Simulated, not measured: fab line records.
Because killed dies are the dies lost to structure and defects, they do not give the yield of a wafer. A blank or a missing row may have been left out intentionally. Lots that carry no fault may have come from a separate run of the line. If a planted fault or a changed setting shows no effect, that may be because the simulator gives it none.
Which tool did it? -- flow n5_finfet -- 72 wafers from 24 lots sampled at 6 of the route's 1938 steps

## WHAT THE GAUGES SHOWED, per wafer
N5_BEOL_M15_INSPECT_30: inspects for defects (macro). Usual: raw_defect_count reads 2.1 (standard deviation 1.4).
lot,measured,on,raw_defect_count,flag
L074,day 11 11:14,defect_inspect-02,2 1 1,
L075,day 11 14:31,defect_inspect-01,4 4 2,
L077,day 12 04:18,defect_inspect-01,4 3 0,
L076,day 12 07:41,defect_inspect-02,3 3 2,
L078,day 12 12:30,defect_inspect-01,5 1 4,
L081,day 13 01:27,defect_inspect-01,3 2 4,
L080,day 13 05:26,defect_inspect-02,1 1 5,
L079,day 13 11:55,defect_inspect-02,2 2 2,
L082,day 13 13:18,defect_inspect-02,0 0 4,
L083,day 13 13:58,defect_inspect-02,1 3 1,
L084,day 13 19:32,defect_inspect-01,1 3 1,
L086,day 14 10:52,defect_inspect-02,2 1 1,
L085,day 14 18:47,defect_inspect-01,1 2 4,
L089,day 14 19:16,defect_inspect-02,1 1 3,
L087,day 14 21:08,defect_inspect-01,1 1 2,
L088,day 14 22:52,defect_inspect-01,2 1 2,
L090,day 15 16:56,defect_inspect-01,2 3 3,
L091,day 15 17:20,defect_inspect-01,1 4 0,
L093,day 15 18:29,defect_inspect-01,4 2 1,
L092,day 16 01:10,defect_inspect-01,1 2 0,
L094,day 16 01:44,defect_inspect-01,1 0 3,
L095,day 17 07:32,defect_inspect-01,2 0 3,
L097,day 17 11:55,defect_inspect-02,1 1 3,
L096,day 17 12:35,defect_inspect-02,3 1 0,

N5_MIM_TOP_LITHO_CD_MEAS_08: target cd 2000 nm. Usual: cd_nm reads 2000.2 nm (standard deviation 1.4).
lot,measured,on,cd_nm (nm),flag
L074,day 11 21:59,cd_sem-01,2000.5 2001.0 2001.9,
L075,day 11 22:19,cd_sem-01,1999.1 2000.0 1999.1,
L077,day 12 13:02,cd_sem-01,2000.1 2002.1 2000.0,
L076,day 12 15:44,cd_sem-03,1999.3 1999.0 1999.7,
L078,day 12 20:07,cd_sem-02,2001.1 2001.2 2001.6,
L081,day 13 09:13,cd_sem-01,2001.0 2000.9 2000.9,
L080,day 13 12:16,cd_sem-01,1998.8 1999.3 2001.3,
L079,day 13 19:05,cd_sem-01,2000.2 2002.4 2001.4,
L082,day 13 21:24,cd_sem-03,1998.6 2000.3 2000.1,
L083,day 13 22:28,cd_sem-03,2001.2 2000.5 1998.9,
L084,day 14 03:05,cd_sem-02,1999.4 1997.8 1998.0,
L086,day 14 18:53,cd_sem-03,1996.1 1997.9 1997.5,
L085,day 15 03:07,cd_sem-02,2004.0 2000.1 2000.2,
L089,day 15 02:46,cd_sem-02,2002.5 2001.3 2002.4,
L087,day 15 03:31,cd_sem-02,1998.7 1998.7 1998.3,
L088,day 15 08:04,cd_sem-03,1999.1 1999.0 1999.5,
L090,day 16 02:37,cd_sem-01,2000.7 2002.7 2000.4,
L091,day 16 02:16,cd_sem-01,2001.5 1999.8 2002.8,
L093,day 16 03:19,cd_sem-03,1999.9 1998.3 2000.1,
L092,day 16 10:08,cd_sem-03,1999.9 1999.3 2000.0,
L094,day 16 10:18,cd_sem-02,1998.6 2000.3 1999.2,
L095,day 17 14:55,cd_sem-01,2000.5 2002.7 2000.8,
L097,day 18 07:29,cd_sem-01,2001.6 2001.8 2000.7,
L096,day 18 09:01,cd_sem-03,2002.3 2001.3 2002.2,

N5_MIM_TOP_LITHO_INSPECT_12: inspects for defects (macro). Usual: raw_defect_count reads 1.9 (standard deviation 1.3).
lot,measured,on,raw_defect_count,flag
L074,day 11 22:02,defect_inspect-02,1 3 4,
L075,day 11 22:22,defect_inspect-01,1 0 2,
L077,day 12 13:05,defect_inspect-01,2 1 0,
L076,day 12 15:47,defect_inspect-01,0 1 1,
L078,day 12 20:10,defect_inspect-01,1 1 0,
L081,day 13 09:16,defect_inspect-02,2 2 4,
L080,day 13 12:19,defect_inspect-02,0 2 0,
L079,day 13 19:08,defect_inspect-01,1 1 1,
L082,day 13 21:27,defect_inspect-02,4 1 4,
L083,day 13 22:32,defect_inspect-02,2 1 2,
L084,day 14 03:09,defect_inspect-01,3 2 2,
L086,day 14 18:57,defect_inspect-01,0 5 2,
L085,day 15 03:11,defect_inspect-02,0 1 2,
L089,day 15 02:49,defect_inspect-01,4 5 1,
L087,day 15 03:35,defect_inspect-01,0 1 5,
L088,day 15 08:07,defect_inspect-01,3 1 2,
L090,day 16 02:41,defect_inspect-01,1 2 0,
L091,day 16 02:25,defect_inspect-01,2 1 2,
L093,day 16 03:22,defect_inspect-01,1 5 2,
L092,day 16 10:12,defect_inspect-02,1 1 1,
L094,day 16 10:22,defect_inspect-02,4 4 3,
L095,day 17 14:58,defect_inspect-01,3 1 1,
L097,day 18 07:32,defect_inspect-01,1 0 2,
L096,day 18 09:05,defect_inspect-01,5 1 3,

## TOOL THAT RAN EACH LOT (tool first, then ch and the chambers of the sampled wafers, then the start)
lot,N5_BEOL_M15_DESCUM_15,N5_BEOL_M15_STRIP_62,N5_PASSIVATION_PECVD_00
L074,"rie_diel-01 ch 0,1,2, day 11 09:41","rie_diel-06 ch 0,1, day 11 17:48 or earlier","pecvd-04 ch 0,1, day 11 17:48"
L075,"rie_diel-02 ch 0,1,3, day 11 13:02","rie_diel-02 ch 1,2,3, day 11 18:25 or earlier","pecvd-03 ch 0,2, day 11 18:25"
L077,"rie_diel-06 ch 1,2, day 12 02:52","rie_diel-01 ch 0,3, day 12 08:58 or earlier","pecvd-03 ch 0,2, day 12 08:58"
L076,"rie_diel-01 ch 0,1, day 12 06:07","rie_diel-01 ch 0,1,2, day 12 12:53 or earlier","pecvd-03 ch 0,1,2, day 12 12:53"
L078,"rie_diel-06 ch 0,1,3, day 12 11:04","rie_diel-06 ch 0,2,3, day 12 15:58 or earlier","pecvd-03 ch 0,2, day 12 15:58"
L081,"rie_diel-02 ch 0,1, day 12 23:42","rie_diel-01 ch 1,2,3, day 13 06:26 or earlier","pecvd-02 ch 1,2, day 13 06:26"
L080,"rie_diel-02 ch 0,1,3, day 13 03:52","rie_diel-01 ch 0,2,3, day 13 10:05 or earlier","pecvd-03 ch 0,2, day 13 10:05"
L079,"rie_diel-06 ch 0,1, day 13 10:30","rie_diel-06 ch 0,2, day 13 16:54 or earlier","pecvd-02 ch 0,2, day 13 16:54"
L082,"rie_diel-02 ch 0,2, day 13 11:52","rie_diel-01 ch 0,1,3, day 13 17:56 or earlier","pecvd-04 ch 1,2, day 13 17:56"
L083,"rie_diel-02 ch 0,1,2, day 13 12:25","rie_diel-01 ch 1,3, day 13 19:36 or earlier","pecvd-04 ch 0,1, day 13 19:36"
L084,"rie_diel-02 ch 2,3, day 13 18:05","rie_diel-06 ch 0,1,2, day 14 00:13 or earlier","pecvd-04 ch 0,1, day 14 00:13"
L086,"rie_diel-06 ch 0,1,3, day 14 09:11","rie_diel-01 ch 1,2, day 14 17:13 or earlier","pecvd-02 ch 0,2, day 14 17:13"
L085,"rie_diel-01 ch 1,2,3, day 14 17:03","rie_diel-06 ch 0,1,2, day 15 01:11 or earlier","pecvd-02 ch 0,1, day 15 01:11"
L089,"rie_diel-02 ch 0,2,3, day 14 17:33","rie_diel-01 ch 0,1,3, day 15 00:16 or earlier","pecvd-03 ch 0,1,2, day 15 00:16"
L087,"rie_diel-02 ch 0,1,2, day 14 19:43","rie_diel-01 ch 0,2, day 15 01:28 or earlier","pecvd-03 ch 1,2, day 15 01:28"
L088,"rie_diel-01 ch 1,2,3, day 14 21:05","rie_diel-06 ch 0,1,3, day 15 04:20 or earlier","pecvd-04 ch 1,2, day 15 04:20"
L090,"rie_diel-02 ch 0,1,3, day 15 15:31","rie_diel-06 ch 0,2,3, day 15 23:07 or earlier","pecvd-03 ch 0,2, day 15 23:07"
L091,"rie_diel-06 ch 0,1,2, day 15 15:47","rie_diel-02 ch 0,1,2, day 15 23:06 or earlier","pecvd-02 ch 0,2, day 15 23:06"
L093,"rie_diel-02 ch 0,1,2, day 15 16:52","rie_diel-02 ch 1,3, day 16 00:02 or earlier","pecvd-03 ch 0,1, day 16 00:02"
L092,"rie_diel-01 ch 0,2,3, day 15 23:37","rie_diel-01 ch 0,2,3, day 16 04:58 or earlier","pecvd-02 ch 0,1,2, day 16 04:58"
L094,"rie_diel-02 ch 1,2,3, day 16 00:11","rie_diel-01 ch 0,2,3, day 16 05:31 or earlier","pecvd-04 ch 0,2, day 16 05:31"
L095,"rie_diel-06 ch 0,2, day 17 05:59","rie_diel-02 ch 1,3, day 17 12:33 or earlier","pecvd-02 ch 1,2, day 17 12:33"
L097,"rie_diel-06 ch 0,3, day 17 10:13","rie_diel-01 ch 1,2, day 18 04:14 or earlier","pecvd-04 ch 0,2, day 18 04:14"
L096,"rie_diel-01 ch 1,2,3, day 17 11:02","rie_diel-01 ch 0,1, day 18 04:45 or earlier","pecvd-03 ch 0,1, day 18 04:45"
- N5_BEOL_M15_DESCUM_15: chemistry O2, time 7.9 s.
- N5_BEOL_M15_STRIP_62: strips in O2.
- N5_PASSIVATION_PECVD_00: deposits SiO2 from SiH4/N2O, target thk 200 nm, time 11.2 s.

## WHAT THE TOOLS THEMSELVES READ (means of the sampled wafers that have a number; where no wafer has one, the mark that the record gives instead)
N5_BEOL_M15_DESCUM_15. Usual: drypump_motor_current_A 5.5 A, standard deviation 0.5; oes_product_au 0.75 a.u., standard deviation 0.073; rf_vpp_V 242.6 V, standard deviation 1.7; showerhead_plenum_p_Torr 2.06 Torr, standard deviation 0.092; throttle_valve_pct 20.37 %, standard deviation 0.18.
lot,tool,drypump_motor_current_A (A),oes_product_au (a.u.),rf_vpp_V (V),showerhead_plenum_p_Torr (Torr),throttle_valve_pct (%),flag
L074,rie_diel-01,5.5,0.72,242.8,2.06,20.42,
L075,rie_diel-02,5.8,0.78,243.4,2.10,20.28,
L077,rie_diel-06,5.0,0.74,241.3,2.00,20.45,
L076,rie_diel-01,4.9,0.71,242.6,2.07,20.54,
L078,rie_diel-06,5.3,0.81,243.2,2.10,20.43,
L081,rie_diel-02,6.0,0.78,243.2,2.07,20.24,
L080,rie_diel-02,5.8,0.77,243.2,2.10,20.30,
L079,rie_diel-06,5.2,0.72,241.6,2.02,20.58,
L082,rie_diel-02,5.1,0.76,243.1,2.06,20.28,
L083,rie_diel-02,5.5,0.77,241.8,2.06,20.27,
L084,rie_diel-02,5.4,0.73,242.3,2.02,20.37,
L086,rie_diel-06,5.3,0.78,243.3,2.10,20.45,
L085,rie_diel-01,5.6,0.76,243.9,2.09,20.39,
L089,rie_diel-02,5.4,0.75,244.0,2.09,20.32,
L087,rie_diel-02,5.5,0.76,243.5,2.06,20.29,
L088,rie_diel-01,5.6,0.77,242.6,2.09,20.39,
L090,rie_diel-02,5.8,0.75,242.3,2.09,20.32,
L091,rie_diel-06,5.1,0.70,241.9,2.01,20.56,
L093,rie_diel-02,5.5,0.75,243.1,2.05,20.29,
L092,rie_diel-01,5.8,0.78,242.2,2.01,20.26,
L094,rie_diel-02,5.8,0.73,241.8,2.01,20.38,
L095,rie_diel-06,5.3,0.70,242.3,2.03,20.66,
L097,rie_diel-06,5.5,0.83,245.1,2.17,20.31,
L096,rie_diel-01,5.6,0.85,243.0,2.08,20.28,

N5_BEOL_M15_STRIP_62. Usual: drypump_motor_current_A 5.5 A, standard deviation 0.53; oes_product_au 0.76 a.u., standard deviation 0.099; rf_vpp_V 3.7 V, standard deviation 0.5; showerhead_plenum_p_Torr 2.06 Torr, standard deviation 0.088; throttle_valve_pct 16.63 %, standard deviation 0.22.
lot,tool,drypump_motor_current_A (A),oes_product_au (a.u.),rf_vpp_V (V),showerhead_plenum_p_Torr (Torr),throttle_valve_pct (%),flag
L074,rie_diel-06,5.1,0.74,3.9,2.03,16.82,
L075,rie_diel-02,5.7,0.75,3.7,2.03,16.60,
L077,rie_diel-01,5.5,0.84,4.0,1.97,16.42,
L076,rie_diel-01,5.5,0.71,3.4,2.06,16.69,
L078,rie_diel-06,5.4,0.80,3.5,2.10,16.63,
L081,rie_diel-01,5.6,0.78,3.4,2.09,16.63,
L080,rie_diel-01,5.8,0.80,3.8,2.02,16.47,
L079,rie_diel-06,5.2,0.71,3.9,2.02,16.78,
L082,rie_diel-01,5.3,0.80,3.7,2.04,16.59,
L083,rie_diel-01,5.4,0.87,3.8,2.08,16.52,
L084,rie_diel-06,5.1,0.71,3.9,2.02,16.82,
L086,rie_diel-01,5.2,0.68,3.9,2.13,16.88,
L085,rie_diel-06,5.1,0.71,4.1,2.02,16.84,
L089,rie_diel-01,5.3,0.77,3.1,2.04,16.61,
L087,rie_diel-01,6.0,0.71,4.2,2.03,16.63,
L088,rie_diel-06,5.4,0.78,3.4,2.10,16.70,
L090,rie_diel-06,5.4,0.77,4.5,2.09,16.66,
L091,rie_diel-02,5.5,0.75,3.5,2.06,16.56,
L093,rie_diel-02,6.0,0.73,3.6,2.06,16.68,
L092,rie_diel-01,5.8,0.77,3.8,2.02,16.51,
L094,rie_diel-01,5.8,0.77,3.5,2.02,16.52,
L095,rie_diel-02,6.0,0.72,3.7,2.05,16.70,
L097,rie_diel-01,5.2,0.88,3.3,2.12,16.59,
L096,rie_diel-01,5.2,0.80,3.8,1.99,16.56,

N5_PASSIVATION_PECVD_00. Usual: heater_power_w 680 W, standard deviation 120; showerhead_plenum_p_Torr 8.17 Torr, standard deviation 0.14; throttle_valve_pct 51 %, standard deviation 4.1.
lot,tool,heater_power_w (W),showerhead_plenum_p_Torr (Torr),throttle_valve_pct (%),flag
L074,pecvd-04,652,8.22,52,
L075,pecvd-03,710,8.16,49,
L077,pecvd-03,635,8.26,53,
L076,pecvd-03,741,8.24,49,
L078,pecvd-03,643,8.15,49,
L081,pecvd-02,570,8.01,49,
L080,pecvd-03,655,8.26,53,
L079,pecvd-02,660,8.19,54,
L082,pecvd-04,704,8.08,50,
L083,pecvd-04,679,8.20,53,
L084,pecvd-04,639,8.19,53,
L086,pecvd-02,621,8.10,52,
L085,pecvd-02,644,8.22,54,
L089,pecvd-03,796,8.24,49,
L087,pecvd-03,834,8.20,46,
L088,pecvd-04,669,8.11,52,
L090,pecvd-03,595,8.26,54,
L091,pecvd-02,640,8.18,54,
L093,pecvd-03,743,8.35,53,
L092,pecvd-02,565,8.11,52,
L094,pecvd-04,644,8.18,50,
L095,pecvd-02,597,8.03,50,
L097,pecvd-04,641,8.10,49,
L096,pecvd-03,786,8.31,50,

## THE ANSWER, worked out from the rows above alone
Rule: take the mean of a lot's wafers that have a number; if it is more than 3 standard deviations from the usual mean, the lot is off. A lot without any number at a reading at which 4 lots or more have one is off too. The other lots that the step has rows for count as sound. After the gauges, taken in route order, come the tools' own readings; for these a lot's mean is taken, as printed above. The first step at which some lot is off is used, and at that step the reading that is off furthest; a lot without a number counts as furthest.
Across all readings shown, no lot is off: no conclusion can be drawn from this.

## WHAT THE SIMULATOR HAD PUT IN
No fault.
